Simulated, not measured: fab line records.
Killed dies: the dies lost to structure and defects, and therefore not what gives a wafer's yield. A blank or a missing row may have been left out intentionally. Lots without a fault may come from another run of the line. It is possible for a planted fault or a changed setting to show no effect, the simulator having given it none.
Split-lot trial    flow n5Finfet    21 wafers read across 7 lots, on a route 1938 steps long

THE SPLIT
At N5_FIN_SAQP_PECVD_47 (deposits a-Si from SiH4/He, target thk 45 nm, time 36.3 s), the setting timeS was moved away from the recipe's 36.3 s on 7 of the 21 wafers read, by -12.6% to +13.3%. The other wafers ran this setting at the recipe's value.

FROM THE SPLIT TO THE READING: what the file shows between them, 4 steps
- N5_FIN_SAQP_PECVD_48: deposits SiNx from SiH4/NH3/N2, target thk 25 nm, time 22.1 s
- N5_FIN_SAQP_PECVD_06: deposits a-Si from SiH4/He, target thk 60 nm, time 48.1 s
- N5_FIN_SAQP_ETCH_57: etches SiNx in CH3F/O2, target depth 32.5 nm, time 46.4 s
- N5_FIN_SAQP_ETCH_65: etches SiO2 in CF4, target depth 4 nm, time 4.4 s

THE READING
oesProductAu, in a.u., at N5_FIN_SAQP_MANDREL_ETCH_58 (etches a-Si in HBr/Cl2, stops on SiNx, target depth 45 nm, bt time 10 s, time 27 s). A value of 0.697 a.u. with a standard deviation of 0.014 a.u. is what fault-free wafers of this fab line usually give.

wafer   tool, chamber at the split  timeS as run, s  against the recipe  oesProductAu, a.u.  against lot-mates on the recipe
L076.3  pecvd-01, 2                 31.72            -12.6%              0.643               -0.087
L076.4  pecvd-01, 2                 31.72            -12.6%              0.665               -0.065
L076.5  pecvd-01, 0                 36.3             recipe              0.730               -
L079.1  pecvd-03, 0                 36.3             recipe              0.713               -
L079.3  pecvd-03, 2                 32.66            -10.0%              0.659               -0.054
L079.5  pecvd-03, 0                 32.66            -10.0%              0.672               -0.041
L084.1  pecvd-01, 1                 36.3             recipe              0.701               -
L084.2  pecvd-01, 0                 36.3             recipe              0.689               -
L084.4  pecvd-01, 0                 36.3             recipe              0.708               -
L085.2  pecvd-02, 0                 36.3             recipe              0.706               -
L085.3  pecvd-02, 1                 36.3             recipe              0.683               -
L085.4  pecvd-02, 2                 36.3             recipe              0.681               -
L086.2  pecvd-03, 1                 36.3             recipe              0.697               -
L086.3  pecvd-03, 2                 36.3             recipe              0.678               -
L086.6  pecvd-03, 0                 36.3             recipe              0.692               -
L089.1  pecvd-01, 0                 41.13            +13.3%              0.746               +0.065
L089.3  pecvd-01, 2                 36.3             recipe              0.681               -
L089.5  pecvd-01, 2                 41.13            +13.3%              0.728               +0.047
L092.1  pecvd-01, 1                 36.3             recipe              0.698               -
L092.3  pecvd-01, 0                 38.59            +6.3%               0.712               +0.000
L092.4  pecvd-01, 0                 36.3             recipe              0.726               -

THE FIT
A straight line over all 21 wafers: oesProductAu changes by +0.00316 a.u. for each +1% of timeS; r = +0.83; the points scatter about the line by 0.015 a.u.
The same after taking each lot's own level away (the mean of its wafers on the recipe; 21 wafers): +0.00472 a.u. for each +1%; r = +0.94; scatter 0.012 a.u.
The reading moves by 0.063 a.u. for the largest change in timeS, on that fit.
The lots' own levels span 0.6810 to 0.7300 a.u., that is 3.5 times the standard deviation above.
So the slope is not independent of the lot-to-lot level: the two fits are not the same.
Check: with one of the wafers moved furthest among these (+13.3%) left out of the fit, the line predicts +0.0572 a.u. for it against its lot-mates. It came out at +0.065 a.u. against them.

OTHER SPLITS ON THESE WAFERS
Other splits were also applied to these wafers ahead of the reading. Each is held against what the fit with the lots' levels taken away leaves over:
other split on the same wafers  wafers away from the commonest value  r with oesProductAu (lot level and that fit taken away)
N5_FIN_SAQP_ALD_61 aldCycles    6                                     -0.09

THE WHOLE CHAIN: every reading that the file lists as answering this split, in the file's order
step                         what it does                                                                        reading                                                                           change (the file's fit)                   r (the file's)
N5_FIN_SAQP_PECVD_47         deposits a-Si from SiH4/He, target thk 45 nm, time 36.3 s                           a-Si_of_FIN_SAQP_PECVD_47.thkNm (the simulator's own value, which no gauge read)  +0.496 nm for each +1% of the setting     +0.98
N5_FIN_SAQP_MANDREL_ETCH_58  etches a-Si in HBr/Cl2, stops on SiNx, target depth 45 nm, bt time 10 s, time 27 s  oesProductAu                                                                      +0.0046 a.u. for each +1% of the setting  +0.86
N5_FIN_SAQP_MANDREL_ETCH_58  etches a-Si in HBr/Cl2, stops on SiNx, target depth 45 nm, bt time 10 s, time 27 s  etch.depthNm (the simulator's own value, which no gauge read)                     +0.496 nm for each +1% of the setting     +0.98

FILE'S OWN FIT
oesProductAu changes by +0.0046 a.u. for each +1% of timeS, r = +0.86.
